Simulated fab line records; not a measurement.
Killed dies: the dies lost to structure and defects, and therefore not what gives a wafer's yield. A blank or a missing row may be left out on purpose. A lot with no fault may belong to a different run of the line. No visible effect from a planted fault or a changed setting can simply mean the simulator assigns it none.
Chamber matching -- flow n5-finfet -- N5_BEOL_M5_DEP_56 on pecvd-04 has 3 sister chambers
The step deposits SiCN from 3MS/NH3, target thk 8 nm, time 14 s. 6 wafers are shown with their chamber, then 9 later ones without.

== WAFERS, EACH WITH ITS CHAMBER ==
wafer,chamber,showerhead-plenum-p-Torr (Torr),throttle-valve-pct (%)
L081.4,1,3.670,9.6
L082.1,1,3.687,9.6
L089.6,0,3.640,9.4
L088.1,2,3.650,8.4
L088.2,0,3.641,9.7
L088.4,2,3.643,8.8

== WAFERS WITHOUT THEIR CHAMBER ==
wafer,showerhead-plenum-p-Torr (Torr),throttle-valve-pct (%)
L094.1,3.641,9.5
L094.3,3.677,9.4
L094.4,3.671,9.9
L091.1,3.644,8.9
L091.2,3.681,9.7
L091.4,3.647,8.6
L097.3,3.645,8.7
L097.5,3.642,9.8
L097.6,3.643,8.5

== WHICH CHAMBER EACH ONE RAN IN ==
wafer,from the rows above,in truth
L094.1,0,0
L094.3,1,1
L094.4,1,1
L091.1,can't be placed: 2 or 0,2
L091.2,1,1
L091.4,2,2
L097.3,2,2
L097.5,0,0
L097.6,2,2
Placed correctly: 8 of 9. From these rows, 1 cannot be placed; in 1 the true chamber is one of the candidates. Wrongly placed: 0.
How it was worked out, from the rows above alone: a wafer's distance from a chamber is the root of the sum, over the readings, of the square of ((its reading less the chamber's mean) divided by the reading's scatter). If the next closest chamber is less than 2 further off than the closest, the wafer can't be placed; otherwise it belongs to the closest. Each chamber's mean is taken over the wafers shown for it. The scatter is the square root of a quotient: the sum, over the shown wafers, of each reading's squared deviation from its chamber's mean, divided by wafers minus chambers.
